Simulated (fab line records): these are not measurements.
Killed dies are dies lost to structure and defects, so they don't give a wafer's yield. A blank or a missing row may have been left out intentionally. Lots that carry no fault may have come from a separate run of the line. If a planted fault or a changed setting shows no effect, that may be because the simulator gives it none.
A lot that was struck, set against a sound lot    flow nand_harc    32 steps out of a route of 1159
Sound: the wafers L439.1, L439.3, L439.6. Struck: wafers L445.1, L445.2 (left out: L445.3, a lot-mate that was not struck); the cause follows at the end.
Each step with rows lists, per side, the tool, then ch with its chambers, then its first start. Under that, the readings that differ: sound wafers    struck wafers    difference of the means    sigmas: that difference in standard deviations of wafers without a fault.
alike: readings whose means differ by less than 2 such deviations, and words and numbers that are the same on both sides. not compared: withheld readings, readings that some wafer has no value for, bounds like >300 that may hide the same value, and numbers for which the record gives no deviation and whose values overlap.
Wherever a step has rows on one side only, a row that says differs or no value, or a row with sigmas, the two part there. Numbers that have no deviation but don't overlap get no sigmas and don't part them. A reading missing from all wafers of one side parts the sides only when that side holds two or more wafers.

first, 5 steps without rows for these wafers: NHARC_A_ONON_D1_DEP_22 (target thk 1000 nm); NHARC_A_ONON_D1_DEP_25 (target thk 1000 nm); NHARC_A_ONON_D1_DEP_28 (target thk 1000 nm); NHARC_A_ONON_D1_DEP_33 (deposits SiO2, target thk 200 nm); NHARC_A_CHANNEL_HOLE_D1_DEP_00 (deposits aC, target thk 3100 nm).
NHARC_A_CHANNEL_HOLE_D1_DEP_01: deposits SiON, target thk 140 nm.
  sound on pecvd-02 ch 0,2, day 9 10:12; struck on pecvd-02 ch 1,2, day 10 23:55
  alike: heater_power_w
then, 25 steps without rows for these wafers: NHARC_A_CHANNEL_HOLE_D1_DEHYDRATE_02 (time 120 s); NHARC_A_CHANNEL_HOLE_D1_HMDS_03 (time 30 s); NHARC_A_CHANNEL_HOLE_D1_COAT_36 (time 75 s); NHARC_A_CHANNEL_HOLE_D1_COAT_37 (time 65 s); NHARC_A_CHANNEL_HOLE_D1_COAT_04 (resist thk 90 nm); NHARC_A_CHANNEL_HOLE_D1_SOFTBAKE_05 (time 55 s); NHARC_A_CHANNEL_HOLE_D1_EBR_06; NHARC_A_CHANNEL_HOLE_D1_EXPOSE_07 (exposes mask HOLE D1, target cd 100 nm); NHARC_A_CHANNEL_HOLE_D1_PEB_08 (peb time 65 s); NHARC_A_CHANNEL_HOLE_D1_DEVELOP_09 (develop time 35 s); NHARC_A_CHANNEL_HOLE_D1_DESCUM_15 (chemistry O2, time 3 s); NHARC_A_CHANNEL_HOLE_D1_ETCH_38 (etches the open film in CF4, target depth 39 nm, time 65 s); NHARC_A_CHANNEL_HOLE_D1_ETCH_39 (etches the open film in N2/H2, target depth 260 nm, time 325 s); NHARC_A_CHANNEL_HOLE_D1_ETCH_34 (etches the open film in CF4/CHF3, target depth 154 nm, time 77 s); NHARC_A_CHANNEL_HOLE_D1_ETCH_16 (etches the open film in O2/COS, target depth 3100 nm, time 806 s); NHARC_A_CHANNEL_HOLE_D1_ETCH_19 (etches the open film in C4F8/O2/Ar, time 34.5 s); NHARC_A_CHANNEL_HOLE_D1_ETCH_20 (etches the open film in C4F8/O2/Ar, time 361.9 s, target depth 1600 nm); NHARC_A_CHANNEL_HOLE_D1_ETCH_21 (etches the open film in C4F8/O2/Ar, time 514.3 s, target depth 1600 nm); NHARC_A_CHANNEL_HOLE_D1_ETCH_22 (etches the open film in C4F8/O2/Ar, time 666.7 s, target depth 1600 nm); NHARC_A_CHANNEL_HOLE_D1_ETCH_23 (etches the open film in C4F8/O2/Ar, time 819 s, target depth 1600 nm); NHARC_A_CHANNEL_HOLE_D1_ETCH_24 (etches the open film in C4F8/O2/Ar, time 906.2 s, target depth 1500 nm); NHARC_A_CHANNEL_HOLE_D1_ETCH_25 (etches the open film in C4F8/O2/Ar, time 1040.2 s, target depth 1500 nm); NHARC_A_CHANNEL_HOLE_D1_ETCH_26 (etches the open film in C4F8/O2/Ar, time 224.1 s, target depth 300 nm); NHARC_A_CHANNEL_HOLE_D1_ETCH_33 (etches the open film in C4F8/O2/Ar, time 90 s, target depth 400 nm); NHARC_A_CHANNEL_HOLE_D1_STRIP_41 (strips in N2/H2).
-- break in the record here, with 11 days between the starts of the struck wafers on either side (left off in module A_CHANNEL_HOLE_D1, picked up again in module END, where the first step shown is number 1159 on the route) --
NHARC_END_SORT_01:
  sound on prober-02 ch 0, day 20 07:17; struck on prober-02 ch 0, day 21 19:07
reading          sound     struck                                               difference                    sigmas
hold             - - -     await_dispo/12.1h/release await_dispo/12.1h/release  no value on the sound wafers  
killed_at_array  30 36 36  675 674                                              +640                          +64
killed_dies      32 38 41  677 677                                              +640                          +58
  alike: killed_at_periphery, killed_open, killed_short

== WHERE THEY PART ==
At NHARC_END_SORT_01 and nowhere else, as far as this record goes.

WHY: what the simulator had put in
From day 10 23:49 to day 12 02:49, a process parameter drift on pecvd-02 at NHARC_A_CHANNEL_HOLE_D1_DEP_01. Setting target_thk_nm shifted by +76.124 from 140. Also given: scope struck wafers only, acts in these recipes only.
